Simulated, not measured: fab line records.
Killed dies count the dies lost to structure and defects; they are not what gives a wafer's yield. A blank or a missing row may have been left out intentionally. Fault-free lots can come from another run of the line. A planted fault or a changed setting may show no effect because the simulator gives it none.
Chamber matching || flow nandHarc || 3 sister chambers for NHARC_A_CHANNEL_HOLE_D1_DEP_01 on pecvd-02
The step deposits SiON, target thk 140 nm. 6 wafers are shown with their chamber, then 9 later ones without.

WAFERS, EACH WITH ITS CHAMBER
{"wafer": "L079.1", "chamber": 0, "heaterPowerW (W)": 852, "chamberPressureTorr (Torr)": 3.513}
{"wafer": "L079.6", "chamber": 0, "heaterPowerW (W)": 811, "chamberPressureTorr (Torr)": 3.501}
{"wafer": "L081.3", "chamber": 2, "heaterPowerW (W)": 625, "chamberPressureTorr (Torr)": 3.488}
{"wafer": "L082.2", "chamber": 1, "heaterPowerW (W)": 851, "chamberPressureTorr (Torr)": 3.500}
{"wafer": "L082.3", "chamber": 2, "heaterPowerW (W)": 708, "chamberPressureTorr (Torr)": 3.495}
{"wafer": "L082.5", "chamber": 1, "heaterPowerW (W)": 846, "chamberPressureTorr (Torr)": 3.505}

WAFERS MISSING THEIR CHAMBER
{"wafer": "L083.1", "heaterPowerW (W)": 682, "chamberPressureTorr (Torr)": 3.516}
{"wafer": "L083.2", "heaterPowerW (W)": 812, "chamberPressureTorr (Torr)": 3.501}
{"wafer": "L083.4", "heaterPowerW (W)": 888, "chamberPressureTorr (Torr)": 3.498}
{"wafer": "L094.1", "heaterPowerW (W)": 832, "chamberPressureTorr (Torr)": 3.507}
{"wafer": "L094.3", "heaterPowerW (W)": 708, "chamberPressureTorr (Torr)": 3.500}
{"wafer": "L094.4", "heaterPowerW (W)": 623, "chamberPressureTorr (Torr)": 3.484}
{"wafer": "L095.2", "heaterPowerW (W)": 884, "chamberPressureTorr (Torr)": 3.505}
{"wafer": "L095.3", "heaterPowerW (W)": 729, "chamberPressureTorr (Torr)": 3.498}
{"wafer": "L095.6", "heaterPowerW (W)": 888, "chamberPressureTorr (Torr)": 3.499}

CHAMBER TAKEN BY EACH
{"wafer": "L083.1", "from the rows above": "can't be placed: 2 or 0 or 1", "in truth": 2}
{"wafer": "L083.2", "from the rows above": "can't be placed: 1 or 0", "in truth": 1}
{"wafer": "L083.4", "from the rows above": "can't be placed: 1 or 0", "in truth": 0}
{"wafer": "L094.1", "from the rows above": "can't be placed: 0 or 1", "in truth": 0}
{"wafer": "L094.3", "from the rows above": "can't be placed: 2 or 0 or 1", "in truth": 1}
{"wafer": "L094.4", "from the rows above": 2, "in truth": 2}
{"wafer": "L095.2", "from the rows above": "can't be placed: 1 or 0", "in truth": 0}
{"wafer": "L095.3", "from the rows above": "can't be placed: 2 or 0 or 1", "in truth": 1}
{"wafer": "L095.6", "from the rows above": "can't be placed: 1 or 0", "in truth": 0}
Correctly placed: 1 of 9. Unplaceable from these rows: 8, with the true chamber sitting among the candidates in 8. Number placed wrongly: 0.
How it was worked out, from the rows above alone: a wafer's distance from a chamber is the root of the sum, over the readings, of the square of ((its reading less the chamber's mean) divided by the reading's scatter). The wafer belongs to the nearest chamber; if the next one is less than 2 further off, it can't be placed. The mean given for a chamber averages the wafers shown for that chamber. The scatter is the square root of a quotient: the sum, over the shown wafers, of each reading's squared deviation from its chamber's mean, divided by wafers minus chambers.
